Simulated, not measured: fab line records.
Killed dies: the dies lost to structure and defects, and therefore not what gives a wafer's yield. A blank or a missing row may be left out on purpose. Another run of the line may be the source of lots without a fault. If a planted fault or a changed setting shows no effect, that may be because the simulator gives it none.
fab line records	flow nand-harc
record: lots: 7	wafers: 21	last-day: 33
route steps=1302 shown P_GATE@140 END@1302
lots that met no fault: taken from a fault-free run of the same line
start-h: start of the lot's first displayed wafer, in hours after the record's first day	wait-h: how many hours have passed since the lot's step before this one	" unchanged from the row above	L1.1+2: several wafers, shown together as one row	- no value present, or no start provided	* or withheld: withheld	< > ~ a bound
route shown NAME@n: a module of which the file shows steps, and the number in the route of the first	usual: mean and standard deviation over wafers with no fault	same: alike in all rows	chamber/n: place in a boat	sites: each site's reading	_std_site: standard deviation of those values	_edge_site: inner sites' mean taken away from outer sites' mean	radius-mm: for every site, how far away it sits from the centre of the wafer	mask NAME#n: copy n	behind: the tool/chamber that last shaped the wafer	hold: the reason the lot was held/the length of the hold in hours/how it ended	device: transistor that didn't switch, given as n, p or np	end of line: the route-end tests of the same wafers	for a step that has no rows: nothing shown but its recipe	killed: dies lost to structure and defects at the first sort, not the wafer's yield	map: shows each die of a wafer: x if killed, . if not, _ if none is there
set.NAME: the setting that was run; set.NAME@STEP: the one run at that earlier step	model.NAME: the simulator's own value behind a step, which no gauge read
lots seen at some steps along the route; tables by step, rows by wafer
services: when a tool's chamber went out of use (start-h, in hours from the record's first day, below 0 if earlier), for how many hours, and the reason
== steps ==
step: NHARC_P_GATE_DEVELOP_25
recipe: develop-time-s: 35	dev-temp-c: 23
step: NHARC_P_GATE_CD_MEAS_26
recipe: target-cd-nm: 120	landing-energy-ev: 500
usual: cd-nm: 119.6/0.78
lot.wafer	tool	chamber	start-h	wait-h	cd-nm
L465.1	cd-sem-02	0	165.21	-	118.5
L465.2	"	0	"	"	119.0
L465.6	"	0	"	"	117.7
L468.3	cd-sem-01	0	192.84	-	119.1
L468.4	"	0	"	"	120.1
L468.5	"	0	"	"	118.4
L469.2	cd-sem-01	0	202.99	-	118.5
L469.3	"	0	"	"	119.4
L469.4	"	0	"	"	119.3
L470.1	cd-sem-02	0	211.76	-	120.4
L470.2	"	0	"	"	120.3
L470.4	"	0	"	"	119.1
L471.1	cd-sem-02	0	223.06	-	118.6
L471.3	"	0	"	"	118.9
L471.5	"	0	"	"	118.5
L480.1	cd-sem-02	0	309.41	-	120.9
L480.2	"	0	"	"	119.6
L480.4	"	0	"	"	119.6
L481.3	cd-sem-01	0	317.49	-	120.8
L481.4	"	0	"	"	120.5
L481.6	"	0	"	"	119.5
step: NHARC_P_GATE_OVL_MEAS_27
usual: overlay-x-nm: -0.4/0.9	overlay-y-nm: -0.1/0.9
lot.wafer	tool	chamber	start-h	wait-h	overlay-x-nm	overlay-y-nm
L465.1	overlay-02	-	165.30	-	-1.3	0.6
L465.2	"	-	"	"	-1.9	0.3
L465.6	"	-	"	"	-1.6	0.9
L468.3	overlay-01	-	192.92	-	0.3	-1.6
L468.4	"	-	"	"	0.1	-1.2
L468.5	"	-	"	"	0.5	-1.1
L469.2	overlay-01	-	203.07	-	-1.7	0.3
L469.3	"	-	"	"	-1.8	-0.1
L469.4	"	-	"	"	-2.4	0.3
L470.1	overlay-02	-	211.85	-	-0.3	-1.4
L470.2	"	-	"	"	-0.1	-1.2
L470.4	"	-	"	"	-0.7	-1.2
L471.1	overlay-02	-	223.15	-	0.8	0.8
L471.3	"	-	"	"	0.7	0.6
L471.5	"	-	"	"	0.8	0.5
L480.1	overlay-02	-	309.49	-	0.6	-0.8
L480.2	"	-	"	"	0.8	-0.8
L480.4	"	-	"	"	0.8	-0.8
L481.3	overlay-02	-	317.57	-	-0.1	-1.0
L481.4	"	-	"	"	-0.1	-1.2
L481.6	"	-	"	"	0.0	-0.3
step: NHARC_P_GATE_INSPECT_28
usual: raw-defect-count: 6/3
lot.wafer	tool	chamber	start-h	wait-h	raw-defect-count
L465.1	defect-inspect-01	-	165.34	0.0	2
L465.2	"	-	"	"	7
L465.6	"	-	"	"	6
L468.3	defect-inspect-02	-	192.96	0.0	5
L468.4	"	-	"	"	7
L468.5	"	-	"	"	10
L469.2	defect-inspect-02	-	203.11	0.0	3
L469.3	"	-	"	"	7
L469.4	"	-	"	"	6
L470.1	defect-inspect-02	-	211.88	0.0	5
L470.2	"	-	"	"	5
L470.4	"	-	"	"	5
L471.1	defect-inspect-02	-	223.19	0.0	3
L471.3	"	-	"	"	11
L471.5	"	-	"	"	3
L480.1	defect-inspect-01	-	309.53	0.0	3
L480.2	"	-	"	"	5
L480.4	"	-	"	"	7
L481.3	defect-inspect-02	-	317.61	0.0	3
L481.4	"	-	"	"	10
L481.6	"	-	"	"	5
step: NHARC_P_GATE_DESCUM_31
recipe: time-s: 3	o2-flow-sccm: 200	ar-flow-sccm: 0	bias-power-w: 0	chemistry: O2
step: NHARC_P_GATE_ETCH_104
recipe: target-depth-a: 600	time-s: withheld	cf4-flow-sccm: 100	chf3-flow-sccm: 30	ar-flow-sccm: 0	rf-w: 500	bias-w: 200	chemistry: CF4/CHF3
usual: drypump-motor-current-A: 5.5/0.4	oes-product-au: 0.956/0.024	rf-vpp-V: 370.4/2.1	showerhead-plenum-p-Torr: 1.57/0.058	throttle-valve-pct: 16.803/0.0095
lot.wafer	tool	chamber	start-h	wait-h	drypump-motor-current-A	oes-product-au	rf-vpp-V	showerhead-plenum-p-Torr	throttle-valve-pct
L465.2	rie-diel-02	0	165.49	0.1	5.3	0.948	372.0	1.64	16.802
L465.1	"	3	"	"	5.3	0.982	371.0	1.64	16.800
L465.6	"	0	"	"	5.3	0.958	373.1	1.64	16.805
L468.3	rie-diel-12	2	193.11	0.1	5.2	0.974	370.9	1.58	16.815
L468.4	"	1	"	"	5.2	0.947	367.8	1.50	16.805
L468.5	"	2	"	"	5.2	0.985	369.9	1.58	16.787
L469.4	rie-diel-02	2	203.26	0.1	4.9	0.951	371.8	1.64	16.797
L469.2	"	3	"	"	5.2	0.947	373.2	1.64	16.792
L469.3	"	0	"	"	5.3	0.970	371.7	1.64	16.801
L470.1	rie-diel-12	0	212.05	0.1	5.7	0.957	369.5	1.53	16.813
L470.2	"	2	"	"	5.2	0.972	370.6	1.58	16.816
L470.4	"	2	"	"	5.2	0.971	372.3	1.58	16.796
L471.3	rie-diel-08	0	223.33	0.1	5.9	0.915	368.7	1.49	16.809
L471.1	"	2	"	"	5.4	0.916	366.8	1.47	16.804
L471.5	"	0	"	"	5.9	0.915	368.2	1.49	16.815
L480.1	rie-diel-12	3	309.68	0.1	6.0	0.958	371.3	1.62	16.799
L480.4	"	1	"	"	5.2	0.954	369.2	1.50	16.800
L480.2	"	2	"	"	5.2	0.969	371.5	1.58	16.802
L481.3	rie-diel-08	3	317.76	0.1	6.1	0.962	370.6	1.59	16.806
L481.4	"	1	"	"	4.9	0.956	369.7	1.50	16.804
L481.6	"	3	"	"	6.0	0.970	371.7	1.60	16.821
step: NHARC_P_GATE_HM_OPEN_105
recipe: target-depth-a: 3600	o2-flow-sccm: 400	cos-flow-sccm: 20	ar-flow-sccm: 0	rf-w: 500	bias-w: 300	chemistry: O2/COS
step: NHARC_P_GATE_STRIP_106
recipe: o2-flow-sccm: 400	cos-flow-sccm: 20	ar-flow-sccm: 0	bias-w: 0	chemistry: O2/COS
step: NHARC_P_GATE_ETCH_114
recipe: target-depth-a: 300	overetch-a: 30	time-s: 16.5	ion-energy-ev: 100	cf4-flow-sccm: 80	o2-flow-sccm: 20	ar-flow-sccm: 0	rf-w: 300	bias-w: 100	chemistry: CF4/O2
step: NHARC_P_GATE_ETCH_32
recipe: target-depth-a: 1500	over-etch-frac: 1	over-etch-ion-energy-ev: 40	time-s: 100.1	hbr-flow-sccm: 150	cl2-flow-sccm: 50	rf-w: 400	icp-w: 400	bias-w: 100	chemistry: HBr/Cl2
usual: drypump-motor-current-A: 5.64/0.26	oes-product-au: 1.000/0.012	throttle-valve-pct: 26.405/0.0093
lot.wafer	tool	chamber	start-h	wait-h	drypump-motor-current-A	oes-product-au	rf-hours-counter-h	throttle-valve-pct
L465.1	rie-si-05	1	165.88	-	5.68	0.981	0.1	26.405
L465.2	"	3	"	"	5.30	0.997	0.1	26.403
L465.6	"	0	"	"	6.30	0.996	-	26.408
L468.4	rie-si-05	1	193.48	-	5.68	0.988	0.3	26.410
L468.3	"	2	"	"	5.28	0.985	0.3	26.410
L468.5	"	2	"	"	5.27	1.001	-	26.403
L469.2	rie-si-05	2	203.63	-	5.24	0.985	0.4	26.413
L469.3	"	3	"	"	5.31	0.993	0.4	26.408
L469.4	"	1	"	"	5.65	0.978	0.4	26.413
L470.2	rie-si-04	3	212.48	-	5.40	0.989	0.1	26.392
L470.1	"	0	"	"	5.52	0.977	0.2	26.399
L470.4	"	1	"	"	5.43	0.990	0.1	26.399
L471.1	rie-si-02	1	223.73	-	5.47	1.010	0.9	26.391
L471.3	"	2	"	"	5.72	1.014	0.9	26.408
L471.5	"	0	"	"	5.71	1.005	-	26.397
L480.1	rie-si-04	0	310.07	-	5.53	0.987	0.8	26.412
L480.2	"	1	"	"	5.43	0.982	0.8	26.401
L480.4	"	2	"	"	5.63	1.014	0.6	26.403
L481.3	rie-si-02	0	318.14	-	5.72	0.991	0.3	26.417
L481.4	"	2	"	"	5.75	1.024	0.2	26.397
L481.6	"	0	"	"	5.72	0.981	-	26.411
step: NHARC_P_GATE_STRIP_108
recipe: o2-flow-sccm: 500	ar-flow-sccm: 0	bias-w: 0	chemistry: O2
step: NHARC_P_GATE_CD_MEAS_33
usual: cd-nm: 119/3.4
lot.wafer	tool	chamber	start-h	wait-h	cd-nm
L465.1	cd-sem-03	-	166.20	-	114
L465.2	"	-	"	"	119
L465.6	"	-	"	"	110
L468.3	cd-sem-01	-	193.82	-	119
L468.4	"	-	"	"	115
L468.5	"	-	"	"	120
L469.2	cd-sem-01	-	203.97	-	116
L469.3	"	-	"	"	122
L469.4	"	-	"	"	114
L470.1	cd-sem-01	-	212.81	-	116
L470.2	"	-	"	"	118
L470.4	"	-	"	"	120
L471.1	cd-sem-02	-	224.07	-	115
L471.3	"	-	"	"	120
L471.5	"	-	"	"	122
L480.1	cd-sem-02	-	310.39	-	116
L480.2	"	-	"	"	124
L480.4	"	-	"	"	119
L481.3	cd-sem-02	-	318.47	-	128
L481.4	"	-	"	"	120
L481.6	"	-	"	"	123
step: NHARC_P_GATE_STRIP_35
recipe: time-s: 600	temp-c: 130	chemistry: SPM
lot.wafer	tool	chamber	start-h	wait-h
L465.2+6+1	wet-bench-05	0,4,5	166.28	0.1
L468.3+5+4	wet-bench-07	1,4,5	193.91	0.1
L469.3+2+4	wet-bench-07	7,0,2	204.07	0.1
L470.4+1+2	wet-bench-07	4,6,7	212.90	0.1
L471.1+5+3	wet-bench-07	3,4,5	224.18	0.1
L480.1+4+2	wet-bench-07	2,3,6	310.48	0.1
L481.4+3+6	wet-bench-07	7,0,2	318.56	0.1
step: NHARC_P_GATE_PRECLEAN_73
recipe: time-s: *	temp-c: 50	bath-age-min: 0	chemistry: SC1
step: NHARC_P_GATE_SRD_74
step: NHARC_P_GATE_ALD_36
recipe: target-thk-a: 200	pulse-time-s: 60	ald-cycles: 223	temp-c: 400	material: SiNx
usual: heater-power-w: 829/66	precursor-pulse-height-rel: 1.003/0.018
lot.wafer	tool	chamber	start-h	wait-h	heater-power-w	precursor-pulse-height-rel
L465.2	ald-sin-01	3	168.05	-	827	1.025
L465.1	"	1	169.45	-	823	1.009
L465.6	"	2	170.85	-	961	1.025
L468.3	ald-sin-01	3	194.28	-	807	1.019
L468.5	"	3	198.48	-	797	1.035
L468.4	"	1	199.88	-	826	1.006
L469.3	ald-sin-03	2	205.49	-	855	0.997
L469.2	"	3	206.55	-	748	0.980
L469.4	"	0	207.62	-	775	1.001
L470.4	ald-sin-04	0	213.27	-	821	0.984
L470.1	"	1	214.33	-	811	1.007
L470.2	"	3	216.44	-	848	1.011
L471.1	ald-sin-03	3	224.53	-	768	0.977
L471.3	"	2	227.64	-	881	0.987
L471.5	"	3	228.67	-	736	1.028
L480.2	ald-sin-01	3	310.85	-	768	0.996
L480.4	"	0	311.90	-	831	1.031
L480.1	"	1	312.96	-	899	1.020
L481.4	ald-sin-03	0	318.92	-	812	0.993
L481.3	"	1	319.97	-	816	0.988
L481.6	"	1	324.14	-	829	1.031
step: NHARC_P_GATE_ETCHBACK_37
recipe: target-depth-a: 345	time-s: 17.2	chf3-flow-sccm: 50	o2-flow-sccm: 10	ar-flow-sccm: 200	rf-w: 500	bias-w: 200	chemistry: CHF3/O2
step: NHARC_P_GATE_STRIP_101
recipe: time-s: 20	o2-flow-sccm: 500	ar-flow-sccm: 0	bias-w: 0	chemistry: O2
step: NHARC_P_GATE_PRECLEAN_97
recipe: time-s: 600	temp-c: 120	chemistry: SPM
step: NHARC_P_GATE_SRD_98
step: NHARC_P_GATE_PRECLEAN_99
recipe: time-s: *	temp-c: 50	bath-age-min: 0	chemistry: SC1
step: NHARC_P_GATE_SRD_100
step: NHARC_P_GATE_DEHYDRATE_38
recipe: temp-c: 150	time-s: 120
step: NHARC_P_GATE_HMDS_39
recipe: time-s: 30
step: NHARC_P_GATE_COAT_40
recipe: spin-rpm: 3000
step: NHARC_P_GATE_SOFTBAKE_41
recipe: temp-c: 122	time-s: 95
step: NHARC_P_GATE_EBR_42
step: NHARC_P_GATE_EXPOSE_43
recipe: na: 0.6	target-cd-nm: 720	dose-mj: 14.81	mask-id: P_NSD
step: NHARC_P_GATE_PEB_44
recipe: peb-temp-c: 118	peb-time-s: 85
step: NHARC_P_GATE_DEVELOP_45
recipe: time-s: 70
step: NHARC_P_GATE_CD_MEAS_46
recipe: target-cd-nm: 720	landing-energy-ev: 500
usual: cd-nm: 721.7/1.7
lot.wafer	tool	chamber	start-h	wait-h	cd-nm
L465.1	cd-sem-02	0	179.10	-	724.8
L465.2	"	0	"	"	723.0
L465.6	"	0	"	"	720.4
L468.3	cd-sem-03	0	206.75	-	721.2
L468.4	"	0	"	"	720.8
L468.5	"	0	"	"	723.7
L469.2	cd-sem-01	0	215.02	-	719.8
L469.3	"	0	"	"	724.3
L469.4	"	0	"	"	723.2
L470.1	cd-sem-03	0	223.67	-	721.3
L470.2	"	0	"	"	722.6
L470.4	"	0	"	"	720.6
L471.1	cd-sem-02	0	235.01	-	723.2
L471.3	"	0	"	"	719.0
L471.5	"	0	"	"	720.3
L480.1	cd-sem-03	0	321.38	-	722.6
L480.2	"	0	"	"	722.2
L480.4	"	0	"	"	724.1
L481.3	cd-sem-03	0	329.38	-	724.3
L481.4	"	0	"	"	721.5
L481.6	"	0	"	"	718.6
step: NHARC_P_GATE_HARDBAKE_47
recipe: temp-c: 125	time-s: 80
step: NHARC_P_GATE_DESCUM_48
recipe: time-s: 3	o2-flow-sccm: 200	ar-flow-sccm: 0	bias-power-w: 0	chemistry: O2
usual: drypump-motor-current-A: 5.4/0.39	oes-product-au: 0.996/0.011	rf-vpp-V: 57.7/0.9	showerhead-plenum-p-Torr: 1.93/0.078	throttle-valve-pct: 11.312/0.0093
lot.wafer	tool	chamber	start-h	wait-h	drypump-motor-current-A	oes-product-au	rf-hours-counter-h	rf-vpp-V	showerhead-plenum-p-Torr	throttle-valve-pct
L465.2	rie-diel-12	3	179.26	-	6.0	0.993	5.2	58.2	1.98	11.325
L465.1	"	0	"	"	5.7	0.994	4.5	58.0	1.85	11.326
L465.6	"	3	"	"	6.0	0.991	-	58.9	1.97	11.304
L468.3	rie-diel-02	0	206.90	-	5.3	1.001	9.1	56.8	2.00	11.322
L468.4	"	3	"	"	5.3	1.000	9.5	56.8	1.99	11.325
L468.5	"	1	"	"	5.7	1.003	-	58.3	1.94	11.306
L469.2	rie-diel-02	2	215.17	-	4.9	1.012	9.9	58.0	2.00	11.306
L469.4	"	3	"	"	5.3	1.003	10.0	58.2	1.99	11.325
L469.3	"	0	"	"	5.3	1.006	10.1	57.7	2.00	11.324
L470.4	rie-diel-12	1	223.83	-	5.2	0.984	5.3	57.4	1.82	11.307
L470.1	"	2	"	"	5.1	1.020	6.5	56.7	1.92	11.298
L470.2	"	0	"	"	5.7	1.011	5.9	56.5	1.85	11.315
L471.1	rie-diel-02	0	235.17	-	5.2	1.021	0.2	58.0	2.00	11.310
L471.3	"	0	"	"	5.2	1.005	-	57.7	2.00	11.324
L471.5	"	0	"	"	5.3	1.004	-	58.2	2.00	11.329
L480.4	rie-diel-02	0	321.54	-	5.2	1.003	6.1	58.2	2.00	11.308
L480.1	"	2	"	"	4.9	0.991	4.1	58.6	1.99	11.340
L480.2	"	3	"	"	5.2	0.979	4.3	57.6	1.99	11.313
L481.3	rie-diel-08	3	329.53	-	6.1	0.988	7.2	58.4	1.94	11.305
L481.4	"	0	"	"	5.9	1.001	8.3	56.7	1.81	11.317
L481.6	"	3	"	"	6.1	0.990	-	58.7	1.94	11.316
step: NHARC_P_GATE_IMPLANT_49
recipe: energy-kev: 30	dose-cm2: 3e+15	tilt-deg: 7
step: NHARC_P_GATE_STRIP_111
recipe: power-w: 1500	temp-c: 110	time-s: 250	chemistry: N2/H2
usual: drypump-motor-current-A: 5.53/0.19	heater-power-w: 91/11
lot.wafer	tool	chamber	start-h	wait-h	drypump-motor-current-A	heater-power-w	rf-hours-counter-h
L465.2	plasma-asher-02	1	179.64	0.2	5.28	102	22
L465.1	"	0	"	"	5.40	95	22
L465.6	"	1	"	"	5.30	101	-
L468.3	plasma-asher-01	0	207.37	0.2	5.68	90	-
L468.4	"	1	"	"	5.75	72	-
L468.5	"	0	"	"	5.69	88	-
L469.2	plasma-asher-01	0	215.59	0.2	5.66	88	7
L469.3	"	1	"	"	5.74	75	-
L469.4	"	0	"	"	5.67	89	-
L470.2	plasma-asher-02	1	224.22	0.2	5.29	103	30
L470.1	"	0	"	"	5.42	94	30
L470.4	"	1	"	"	5.30	99	-
L471.1	plasma-asher-01	1	235.80	0.4	5.79	73	12
L471.3	"	0	"	"	5.67	90	-
L471.5	"	0	"	"	5.68	87	-
L480.2	plasma-asher-02	0	321.91	0.2	5.43	96	13
L480.1	"	1	"	"	5.30	102	13
L480.4	"	0	"	"	5.41	98	-
L481.4	plasma-asher-01	0	330.00	0.2	5.68	87	-
L481.3	"	1	"	"	5.76	74	-
L481.6	"	0	"	"	5.67	88	-
step: NHARC_P_GATE_STRIP_75
recipe: power-w: 1500	temp-c: 250	chemistry: O2
step: NHARC_P_GATE_STRIP_50
recipe: time-s: 900	temp-c: 130	chemistry: SPM
step: NHARC_P_GATE_DEHYDRATE_51
recipe: temp-c: 150	time-s: 120
step: NHARC_P_GATE_HMDS_52
recipe: time-s: 30
step: NHARC_P_GATE_COAT_53
recipe: spin-rpm: 3000
step: NHARC_P_GATE_SOFTBAKE_54
recipe: temp-c: 122	time-s: 95
step: NHARC_P_GATE_EBR_55
step: NHARC_P_GATE_INSPECT_68
usual: raw-defect-count: 197/71
lot.wafer	tool	chamber	start-h	wait-h	raw-defect-count
L465.1	defect-inspect-02	-	185.70	0.2	219
L465.2	"	-	"	"	181
L465.6	"	-	"	"	222
L468.3	defect-inspect-01	-	213.16	0.1	315
L468.4	"	-	"	"	202
L468.5	"	-	"	"	317
L469.2	defect-inspect-02	-	221.94	0.1	1127
L469.3	"	-	"	"	1216
L469.4	"	-	"	"	1224
L470.1	defect-inspect-02	-	230.43	0.2	1220
L470.2	"	-	"	"	1172
L470.4	"	-	"	"	1155
L471.1	defect-inspect-02	-	242.82	0.2	1202
L471.3	"	-	"	"	1274
L471.5	"	-	"	"	1292
L480.1	defect-inspect-01	-	327.66	0.2	266
L480.2	"	-	"	"	137
L480.4	"	-	"	"	271
L481.3	defect-inspect-01	-	336.27	0.1	135
L481.4	"	-	"	"	171
L481.6	"	-	"	"	174
step: NHARC_END_SORT_01
recipe: temp-c: 25
usual: killed-at-array: 54/21	killed-at-other: 0.9/1.1	killed-at-periphery: 3.5/2.5	killed-dies: 58/21	killed-open: 3.3/1.9	killed-short: 2.6/1.8
same: gross-dies: 677
lot.wafer	tool	chamber	start-h	wait-h	killed-at-array	killed-at-other	killed-at-periphery	killed-dies	killed-open	killed-short
L469.2	prober-01	0	675.24	2.8	35	0	106	141	2	0
L469.3	prober-01	0	676.04	3.1	40	0	40	80	1	1
L469.4	prober-01	0	676.85	3.4	46	0	66	112	5	3
L470.1	prober-02	0	691.49	2.5	45	2	55	102	2	1
L470.2	prober-02	0	692.30	2.8	23	1	44	68	3	2
L470.4	prober-02	0	693.91	3.4	34	1	64	99	1	5
L471.1	prober-02	0	715.95	2.5	68	0	101	169	8	5
L471.3	prober-02	0	717.57	3.1	58	0	70	128	1	2
L471.5	prober-02	0	719.18	3.7	67	0	72	139	2	7
killed by level:class
L469.2 P_GATE:unspecified=106 A_CHANNEL_HOLE_D1:chamber-film-flake=28 A_CONTACT:chamber-film-flake=2 A_BLC:geometric-particle:open=1 A_M0:geometric-particle:open=1 A_ZERO_WELL:chamber-film-flake=1 A_SLIT:chamber-film-flake=1 A_WL_FILL:chamber-film-flake=1
L469.3 P_GATE:unspecified=39 A_CHANNEL_HOLE_D1:chamber-film-flake=35 A_CONTACT:chamber-film-flake=2 P_GATE:geometric-particle:short=1 A_BLC:geometric-particle:open=1 A_DECK1_JOINT:chamber-film-flake=1 A_STAIRCASE:chamber-film-flake=1
L469.4 P_GATE:unspecified=63 A_CHANNEL_HOLE_D1:chamber-film-flake=33 A_STAIRCASE:chamber-film-flake=3 A_CHANNEL_FILL_D1:geometric-particle:open=2 A_ONON_D2:geometric-particle:open=2 P_ZERO_WELL:chamber-film-flake=2 A_CONTACT:chamber-film-flake=2 P_CONTACT:geometric-particle:open=1
L470.1 P_GATE:unspecified=54 A_CHANNEL_HOLE_D2:chamber-film-flake=21 A_STAIRCASE:chamber-film-flake=6 A_SLIT:chamber-film-flake=6 A_CHANNEL_HOLE_D1:chamber-film-flake=4 A_CHANNEL_FILL_D2:chamber-film-flake=3 THIN_TSV:chamber-film-flake=2 A_CHANNEL_FILL_D1:geometric-particle:short=1
L470.2 P_GATE:unspecified=40 A_CHANNEL_HOLE_D2:chamber-film-flake=8 A_STAIRCASE:chamber-film-flake=5 A_WL_FILL:chamber-film-flake=3 A_SLIT:chamber-film-flake=2 P_CONTACT:geometric-particle:short=1 P_CONTACT:geometric-particle:open=1 P_M0:geometric-particle:open=1
L470.4 P_GATE:unspecified=60 A_CHANNEL_HOLE_D2:chamber-film-flake=11 A_CHANNEL_HOLE_D1:chamber-film-flake=7 A_SLIT:chamber-film-flake=5 A_CONTACT:chamber-film-flake=3 P_ZERO_WELL:geometric-particle:short=1 P_CONTACT:geometric-particle:short=1 P_CONTACT:geometric-particle:open=1
L471.1 P_GATE:unspecified=90 A_CHANNEL_HOLE_D1:chamber-film-flake=34 A_CHANNEL_HOLE_D2:chamber-film-flake=12 P_GATE:chamber-film-flake=4 A_WL_FILL:chamber-film-flake=4 P_M1:chamber-film-flake=3 A_ZERO_WELL:chamber-film-flake=3 P_GATE:geometric-particle:open=2
L471.3 P_GATE:unspecified=63 A_CHANNEL_HOLE_D1:chamber-film-flake=27 A_CHANNEL_HOLE_D2:chamber-film-flake=21 P_GATE:chamber-film-flake=3 A_SLIT:chamber-film-flake=3 P_ZERO_WELL:chamber-film-flake=2 A_STAIRCASE:chamber-film-flake=2 P_M0:geometric-particle:short=1
L471.5 P_GATE:unspecified=65 A_CHANNEL_HOLE_D1:chamber-film-flake=31 A_CHANNEL_HOLE_D2:chamber-film-flake=17 A_WL_FILL:geometric-particle:short=3 P_M1:chamber-film-flake=3 A_STAIRCASE:chamber-film-flake=3 A_SLIT:chamber-film-flake=3 P_M0:geometric-particle:short=2
map L469.2 (x killed, . not)
____________.____________
_________......._________
_______..........._______
______...........xx______
_____...........x.xx_____
____..............x.x____
____...........xx.x..____
___.x.........xxxxx...___
___x............x.xxx.___
__.............xx......__
__.xx...........x......__
_.......xx....x....x...._
_....xxxxxxx...x.x.x...._
_....xxxxxx..x.x........_
_...xxxxxxx.x..........._
_...xxxxxxxx.x.........._
....xxxxxxxx.............
..x.xxxxxxxx.............
.x.xxxxxxxxxx............
...xxxxxxxxx.............
..xxxxxxxxxxx............
_..x.xxxxxxxx..........._
_..xxxxxxxx............._
_....xxxx..x............_
_....x.xxx.....x........_
_......................._
__.....................__
__.....................__
___...................___
___..x................___
____.................____
____.................____
_____..............._____
______.............______
_______..........._______
_________......._________
____________.____________
map L470.1 (x killed, . not)
____________.____________
_________......._________
_______..........._______
______.............______
_____..............._____
____........x........____
____.................____
___..................x___
___....x.........x.xxx___
__...............x..xxx__
__..................xxx__
_.................x.xxxx_
_..................xxxxx_
_.................xxxxxx_
_..........x......xxxxxx_
_......xx..........xxxxx_
x.......x...........xxxxx
.......x............xxxxx
.........xx........x.xxxx
.................x....xxx
..x.xx................x..
_x.x.x.................x_
_...x..................._
_xx.xx.x................_
_x.xx..................._
_x.xxx.................._
__.xxx.................__
__x.xx.................__
___..................x___
___..x.....x..........___
____.................____
____.....x...........____
_____..............._____
______.............______
_______..........x_______
_________......x_________
____________x____________
== services ==
tool	chamber	start-h	hours	kind
rie-diel-12	-	142.05	0.9	repair
rie-diel-12	3	151.57	7.4	repair
rie-diel-08	-	154.11	0.5	repair
ald-sin-01	3	159.59	3.2	repair
ald-sin-01	2	159.89	5.3	repair
wet-bench-07	-	160.00	8.0	pm
rie-si-04	-	161.60	0.3	repair
rie-si-04	-	165.00	9.0	pm
plasma-asher-01	-	172.60	9.0	pm
rie-diel-12	3	180.08	8.4	repair
rie-diel-08	-	181.35	0.4	repair
ald-sin-03	-	185.35	10.0	pm
rie-diel-08	-	190.80	9.0	pm
rie-diel-12	1	209.15	14.6	repair
ald-sin-01	-	212.00	10.0	pm
rie-diel-02	-	216.70	9.0	pm
rie-diel-02	3	226.03	13.4	repair
ald-sin-03	1	238.49	4.5	repair
plasma-asher-02	-	249.00	9.0	pm
rie-si-05	-	251.38	5.4	repair
rie-diel-12	-	268.40	9.0	pm
rie-si-05	3	303.88	15.1	repair
rie-si-05	-	305.00	9.0	pm
ald-sin-03	3	311.65	1.6	repair
== key ==
first-sign: step: NHARC_P_GATE_INSPECT_68	reading: raw-defect-count	direction: up	sigmas: 14	usual: 197	struck: 1209
effect: step: NHARC_END_SORT_01	reading: killed-at-periphery	direction: up	sigmas: 26	usual: 3.5	struck: 68.7
more-kills-born-at: NHARC_P_GATE_STRIP_35@wet-bench-07: 580
met-at NHARC_P_GATE_STRIP_35
struck-wafers L469.2,L469.3,L469.4,L470.1,L470.2,L470.4,L471.1,L471.3,L471.5
tester-left-out L469,L470,L471
onset-between 193.91 204.07
fault: kind: chamber-particle-source	tool: wet-bench-07	chamber: -	onset-h: 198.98	steps: NHARC_P_GATE_STRIP_35	rate-per-visit-cm2: 1.5626	end-h: 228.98
tester-left-out: of these lots the tester's yield and bins aren't shown, on N5 and GAA mostly nor the transistor test; their killed dies are dies lost to structure and defects alone, not to doping, threshold or leakage, so they don't give the yield
